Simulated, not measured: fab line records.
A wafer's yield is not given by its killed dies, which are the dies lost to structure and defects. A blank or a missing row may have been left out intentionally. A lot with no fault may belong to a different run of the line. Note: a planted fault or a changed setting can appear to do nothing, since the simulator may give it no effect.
Chamber matching ; flow nand_harc ; 4 sister chambers for NHARC_P_GATE_STRIP_101 on rie_diel-11
The step strips in O2, time 20 s. 4 wafers are shown with their chamber, then 7 later ones without.

WAFERS WITH THEIR CHAMBER
wafer;chamber;drypump_motor_current_A (A)
L080.5;3;5.0
L080.6;2;6.0
L082.1;0;6.0
L082.2;1;5.4

WAFERS MISSING THEIR CHAMBER
wafer;drypump_motor_current_A (A)
L082.4;6.0
L083.1;6.0
L083.2;5.0
L083.3;5.4
L096.2;5.3
L096.4;5.0
L096.5;5.3

WHICH CHAMBER EACH ONE RAN IN
wafer;from the rows above;in truth
L082.4;can't be placed: 0 or 2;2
L083.1;can't be placed: 0 or 2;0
L083.2;3;3
L083.3;1;1
L096.2;1;1
L096.4;3;3
L096.5;1;1
5 of 7 placed correctly. Not placeable from these rows: 2 (in 2, the candidates include the true chamber). 0 placed wrongly.
How it was worked out, from the rows above alone: a wafer's distance from a chamber is the root of the sum, over the readings, of the square of ((its reading less the chamber's mean) divided by the reading's scatter). If the next closest chamber is less than 2 further off than the closest, the wafer can't be placed; otherwise it belongs to the closest. A chamber's mean is the mean of its shown wafers. The scatter: with one shown wafer a chamber, the root of the mean of the squares of how far each hidden wafer lies from its nearest shown one.
